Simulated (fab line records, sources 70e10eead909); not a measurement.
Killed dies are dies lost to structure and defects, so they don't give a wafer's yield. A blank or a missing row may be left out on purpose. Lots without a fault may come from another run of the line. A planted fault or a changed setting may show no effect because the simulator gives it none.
Which tool did it? | flow nand_harc | 14 lots, 42 wafers sampled, at 4 steps of a route of 1159

WHAT THE GAUGES READ, wafer by wafer
The record holds no reading of a measuring or inspecting step that can be judged against a usual standard deviation.

WHICH TOOL RAN EACH LOT (tool, then ch and the chambers of the sampled wafers, then the start)
lot  | NHARC_A_M1_PVD_21                       | NHARC_A_BONDPAD_STRIP_15           | NHARC_THIN_TSV_ETCH_44             | NHARC_THIN_TSV_ETCH_59
L390 | pvd_sputter-03, day 18 12:20 or earlier | rie_diel-05 ch 2,3, day 18 12:20   | rie_diel-02 ch 0,3, day 19 10:09   | rie_metal-01 ch 0,1, day 19 16:06
L391 | pvd_sputter-02, day 18 15:29 or earlier | rie_diel-05 ch 0,3, day 18 15:29   | rie_diel-12 ch 0,2,3, day 19 06:47 | rie_metal-03 ch 0,1, day 19 12:53
L392 | pvd_sputter-01, day 18 17:04 or earlier | rie_diel-03 ch 0,2,3, day 18 17:04 | rie_diel-12 ch 0,3, day 19 08:30   | rie_metal-02 ch 0, day 19 14:28
L397 | pvd_sputter-02, day 19 04:41 or earlier | rie_diel-03 ch 0,1,3, day 19 04:41 | rie_diel-12 ch 1,2, day 19 21:37   | rie_metal-02 ch 0,1, day 20 05:11
L395 | pvd_sputter-01, day 19 09:00 or earlier | rie_diel-05 ch 1,2,3, day 19 09:00 | rie_diel-02 ch 0,3, day 20 01:10   | rie_metal-03 ch 0,1, day 20 08:13
L400 | pvd_sputter-02, day 20 10:39 or earlier | rie_diel-05 ch 0,1,2, day 20 10:39 | rie_diel-01 ch 1,2,3, day 21 03:10 | rie_metal-01 ch 0,1, day 21 09:05
L396 | pvd_sputter-01, day 20 15:01 or earlier | rie_diel-05 ch 1,3, day 20 15:01   | rie_diel-01 ch 2,3, day 21 06:11   | rie_metal-03 ch 0,1, day 21 12:08
L407 | pvd_sputter-02, day 22 09:16 or earlier | rie_diel-05 ch 0,1,2, day 22 09:16 | rie_diel-01 ch 2,3, day 23 03:23   | rie_metal-02 ch 0, day 23 09:46
L404 | pvd_sputter-03, day 22 12:08 or earlier | rie_diel-05 ch 0,1, day 22 12:08   | rie_diel-02 ch 1,2,3, day 23 07:01 | rie_metal-01 ch 0,1, day 23 13:26
L405 | pvd_sputter-01, day 22 17:08 or earlier | rie_diel-06 ch 0,1,2, day 22 17:08 | rie_diel-01 ch 0,2,3, day 23 11:07 | rie_metal-01 ch 0,1, day 23 18:10
L408 | pvd_sputter-02, day 23 00:45 or earlier | rie_diel-06 ch 0,3, day 23 00:45   | rie_diel-01 ch 0,2,3, day 23 15:53 | rie_metal-03 ch 0,1, day 23 22:02
L409 | pvd_sputter-01, day 23 13:02 or earlier | rie_diel-05 ch 0,1,2, day 23 13:02 | rie_diel-12 ch 0,2, day 24 03:56   | rie_metal-03 ch 0,1, day 24 09:59
L411 | pvd_sputter-03, day 24 00:07 or earlier | rie_diel-06 ch 0,1, day 24 00:07   | rie_diel-01 ch 0,1,2, day 24 16:20 | rie_metal-02 ch 0, day 24 22:20
L413 | pvd_sputter-03, day 24 00:41 or earlier | rie_diel-06 ch 1,2, day 24 00:41   | rie_diel-12 ch 0,2, day 24 14:56   | rie_metal-01 ch 0,1, day 24 20:53
- NHARC_A_M1_PVD_21: deposits Cu, target thk 30 nm, time 20.49 s.
- NHARC_A_BONDPAD_STRIP_15: strips in O2.
- NHARC_THIN_TSV_ETCH_44: etches the open film in CF4/O2, target depth 1594.2 nm, time 797.1 s.
- NHARC_THIN_TSV_ETCH_59: etches the open film in Cl2/BCl3, target depth 880 nm, time 138.1 s.

WHAT THE TOOLS THEMSELVES READ (means of the sampled wafers that have a number; where no wafer has one, the mark that the record gives instead)
NHARC_A_M1_PVD_21. Usual: throttle_valve_pct 30.2 %, standard deviation 0.76.
lot  | tool           | throttle_valve_pct (%) | flag
L390 | pvd_sputter-03 | 29.8                   |
L391 | pvd_sputter-02 | 29.7                   |
L392 | pvd_sputter-01 | 30.4                   |
L397 | pvd_sputter-02 | 30.5                   |
L395 | pvd_sputter-01 | 30.4                   |
L400 | pvd_sputter-02 | 29.2                   |
L396 | pvd_sputter-01 | 30.3                   |
L407 | pvd_sputter-02 | 29.9                   |
L404 | pvd_sputter-03 | 30.2                   |
L405 | pvd_sputter-01 | 29.7                   |
L408 | pvd_sputter-02 | 29.8                   |
L409 | pvd_sputter-01 | 30.1                   |
L411 | pvd_sputter-03 | 30.4                   |
L413 | pvd_sputter-03 | 30.7                   |

NHARC_A_BONDPAD_STRIP_15. Usual: drypump_motor_current_A 6.0 A, standard deviation 0.36; o2_flow_sccm 499.7 sccm, standard deviation 1.6; oes_product_au 1.003 a.u., standard deviation 0.011; rf_vpp_V 57.7 V, standard deviation 0.87; showerhead_plenum_p_Torr 3.51 Torr, standard deviation 0.17; throttle_valve_pct 17.036 %, standard deviation 0.0096.
lot  | tool        | drypump_motor_current_A (A) | o2_flow_sccm (sccm) | oes_product_au (a.u.) | rf_vpp_V (V) | showerhead_plenum_p_Torr (Torr) | throttle_valve_pct (%) | flag
L390 | rie_diel-05 | 6.4                         | 497.6               | 1.024                 | 57.4         | 3.47                            | 17.040                 |
L391 | rie_diel-05 | 6.3                         | 500.0               | 1.006                 | 57.5         | 3.59                            | 17.033                 |
L392 | rie_diel-03 | 6.1                         | 501.6               | 0.999                 | 58.0         | 3.61                            | 17.040                 |
L397 | rie_diel-03 | 6.2                         | 500.2               | 0.998                 | 56.7         | 3.48                            | 17.046                 |
L395 | rie_diel-05 | 6.3                         | 499.8               | 1.008                 | 57.4         | 3.55                            | 17.030                 |
L400 | rie_diel-05 | 6.0                         | 499.5               | 0.999                 | 57.4         | 3.42                            | 17.032                 |
L396 | rie_diel-05 | 6.5                         | 500.2               | 0.996                 | 57.5         | 3.68                            | 17.036                 |
L407 | rie_diel-05 | 6.0                         | 498.9               | 1.004                 | 56.8         | 3.42                            | 17.034                 |
L404 | rie_diel-05 | 5.9                         | 498.8               | 0.998                 | 58.0         | 3.51                            | 17.037                 |
L405 | rie_diel-06 | 5.6                         | 499.1               | 1.006                 | 58.2         | 3.52                            | 17.036                 |
L408 | rie_diel-06 | 5.6                         | 500.3               | 1.005                 | 59.1         | 3.51                            | 17.038                 |
L409 | rie_diel-05 | 6.0                         | 499.5               | 1.004                 | 58.1         | 3.42                            | 17.034                 |
L411 | rie_diel-06 | 5.7                         | 499.7               | 1.009                 | 56.9         | 3.45                            | 17.042                 |
L413 | rie_diel-06 | 5.7                         | 499.2               | 1.006                 | 57.5         | 3.56                            | 17.032                 |

NHARC_THIN_TSV_ETCH_44. Usual: bias_w 799.9 W, standard deviation 2.5; drypump_motor_current_A 5.8 A, standard deviation 0.3; o2_flow_sccm 10.00 sccm, standard deviation 0.032; oes_product_au 0.993 a.u., standard deviation 0.015; rf_vpp_V 796 V, standard deviation 3.8; run_length_s 818.2 s, standard deviation 0.43; showerhead_plenum_p_Torr 1.85 Torr, standard deviation 0.059; throttle_valve_pct 16.916 %, standard deviation 0.0091.
lot  | tool        | bias_w (W) | drypump_motor_current_A (A) | o2_flow_sccm (sccm) | oes_product_au (a.u.) | rf_vpp_V (V) | run_length_s (s) | showerhead_plenum_p_Torr (Torr) | throttle_valve_pct (%) | flag
L390 | rie_diel-02 | 801.6      | 5.9                         | 10.00               | 1.013                 | 798          | 818.8            | 1.89                            | 16.909                 |
L391 | rie_diel-12 | 798.6      | 5.5                         | 10.00               | 0.978                 | 791          | 818.0            | 1.78                            | 16.911                 |
L392 | rie_diel-12 | 800.9      | 5.7                         | 10.00               | 0.985                 | 792          | 818.3            | 1.80                            | 16.913                 |
L397 | rie_diel-12 | 800.4      | 5.5                         | 10.03               | 0.978                 | 792          | 817.7            | 1.80                            | 16.910                 |
L395 | rie_diel-02 | 802.7      | 5.8                         | 9.98                | 1.030                 | 797          | 819.0            | 1.87                            | 16.918                 |
L400 | rie_diel-01 | 797.9      | 5.7                         | 10.00               | 0.984                 | 797          | 817.9            | 1.87                            | 16.924                 |
L396 | rie_diel-01 | 799.1      | 5.9                         | 10.01               | 0.987                 | 796          | 818.2            | 1.86                            | 16.911                 |
L407 | rie_diel-01 | 799.8      | 5.9                         | 10.00               | 0.983                 | 796          | 818.0            | 1.86                            | 16.914                 |
L404 | rie_diel-02 | 798.7      | 6.1                         | 10.03               | 1.001                 | 795          | 818.6            | 1.85                            | 16.912                 |
L405 | rie_diel-01 | 798.6      | 6.0                         | 9.97                | 0.994                 | 798          | 818.0            | 1.89                            | 16.910                 |
L408 | rie_diel-01 | 799.1      | 6.0                         | 9.98                | 0.988                 | 797          | 818.3            | 1.89                            | 16.919                 |
L409 | rie_diel-12 | 799.7      | 5.7                         | 9.97                | 0.973                 | 792          | 817.9            | 1.80                            | 16.919                 |
L411 | rie_diel-01 | 799.9      | 5.8                         | 9.98                | 0.987                 | 798          | 818.3            | 1.90                            | 16.913                 |
L413 | rie_diel-12 | 798.5      | 5.8                         | 9.98                | 0.988                 | 793          | 818.3            | 1.82                            | 16.918                 |

NHARC_THIN_TSV_ETCH_59. Usual: bias_w 100.00 W, standard deviation 0.28; drypump_motor_current_A 5.6 A, standard deviation 0.32; oes_product_au 1.000 a.u., standard deviation 0.01; run_length_s 159.5 s, standard deviation 0.46; throttle_valve_pct 22.265 %, standard deviation 0.0094.
lot  | tool         | bias_w (W) | drypump_motor_current_A (A) | oes_product_au (a.u.) | run_length_s (s) | throttle_valve_pct (%) | flag
L390 | rie_metal-01 | 99.88      | 5.3                         | 1.000                 | 159.8            | 22.261                 |
L391 | rie_metal-03 | 100.26     | 5.6                         | 0.992                 | 159.6            | 22.268                 |
L392 | rie_metal-02 | 99.50      | 5.8                         | 0.998                 | 159.0            | 22.263                 |
L397 | rie_metal-02 | 99.91      | 5.9                         | 1.004                 | 159.3            | 22.265                 |
L395 | rie_metal-03 | 99.84      | 5.6                         | 1.006                 | 155.6            | 22.276                 | OFF
L400 | rie_metal-01 | 99.73      | 5.4                         | 1.000                 | 159.7            | 22.269                 |
L396 | rie_metal-03 | 100.18     | 5.6                         | 1.000                 | 155.3            | 22.272                 | OFF
L407 | rie_metal-02 | 99.81      | 5.8                         | 1.007                 | 159.0            | 22.261                 |
L404 | rie_metal-01 | 99.79      | 5.4                         | 0.997                 | 159.7            | 22.265                 |
L405 | rie_metal-01 | 100.07     | 5.4                         | 0.993                 | 159.9            | 22.262                 |
L408 | rie_metal-03 | 100.19     | 5.6                         | 0.997                 | 159.8            | 22.268                 |
L409 | rie_metal-03 | 100.01     | 5.5                         | 1.003                 | 159.7            | 22.257                 |
L411 | rie_metal-02 | 100.15     | 5.8                         | 0.988                 | 159.1            | 22.265                 |
L413 | rie_metal-01 | 100.15     | 5.3                         | 0.989                 | 159.8            | 22.260                 |

THE ANSWER, worked out from the rows above alone
Rule: a lot is off if the mean of its wafers that have a number lies more than 3 standard deviations from the usual mean. A lot without any number at a reading at which 4 lots or more have one is off too. The other lots that the step has rows for count as sound. The gauges are gone through in route order, then the tools' own readings, and for those a lot's mean is taken as printed above. The first step at which some lot is off is used, and at that step the reading that is off furthest; a lot without a number counts as furthest.
Off: L395, L396, at NHARC_THIN_TSV_ETCH_59 (run_length_s).
A tool fits if, at that step or a process step before it, it ran every lot that is off, and no sound lot after the first of them. NHARC_A_M1_PVD_21 gives no start for some lots, so the hours and the order of its lots are those of NHARC_A_BONDPAD_STRIP_15. None of those tried fits.

WHAT THE SIMULATOR HAD PUT IN
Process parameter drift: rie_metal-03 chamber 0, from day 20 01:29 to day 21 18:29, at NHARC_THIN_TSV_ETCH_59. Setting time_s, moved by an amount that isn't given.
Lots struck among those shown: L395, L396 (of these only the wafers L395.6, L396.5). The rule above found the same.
